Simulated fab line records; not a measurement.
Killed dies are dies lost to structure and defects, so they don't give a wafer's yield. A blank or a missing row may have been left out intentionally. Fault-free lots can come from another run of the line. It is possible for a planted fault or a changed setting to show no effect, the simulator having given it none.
Matching of chambers	flow nandHarc	4 sister chambers for NHARC_A_STAIRCASE_CMP_152 on cmp-02
The step polishes. 8 wafers are shown with their chamber, then 7 later ones without.

WAFERS PAIRED WITH THEIR CHAMBERS
wafer	chamber	motorCurrentA (A)
L547.3	1	11.3
L553.1	3	10.9
L553.6	0	13.6
L555.2	0	13.8
L555.3	2	11.2
L555.6	1	11.1
L554.1	2	11.5
L554.3	3	10.7

WAFERS WHOSE CHAMBER IS MISSING
wafer	motorCurrentA (A)
L554.5	11.0
L559.1	10.8
L559.2	12.7
L559.5	11.3
L569.2	13.2
L569.3	11.2
L569.6	13.2

WHICH CHAMBER EACH WENT THROUGH
wafer	from the rows above	in truth
L554.5	can't be placed: 1 or 3 or 2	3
L559.1	3	3
L559.2	0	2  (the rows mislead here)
L559.5	can't be placed: 2 or 1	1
L569.2	0	0
L569.3	can't be placed: 1 or 2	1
L569.6	0	0
Correctly placed: 3 of 7. These rows do not allow placing 3 (true chamber among the candidates in 3). Number placed wrongly: 1.
How it was worked out, from the rows above alone: a wafer's distance from a chamber is the root of the sum, over the readings, of the square of ((its reading less the chamber's mean) divided by the reading's scatter). If the next closest chamber is less than 2 further off than the closest, the wafer can't be placed; otherwise it belongs to the closest. For every chamber, the mean is computed from those of its wafers that are shown. How the scatter is found: for the shown wafers, subtract from each reading the mean of its chamber, square and add these, divide the total by (wafers less chambers), then take the root.
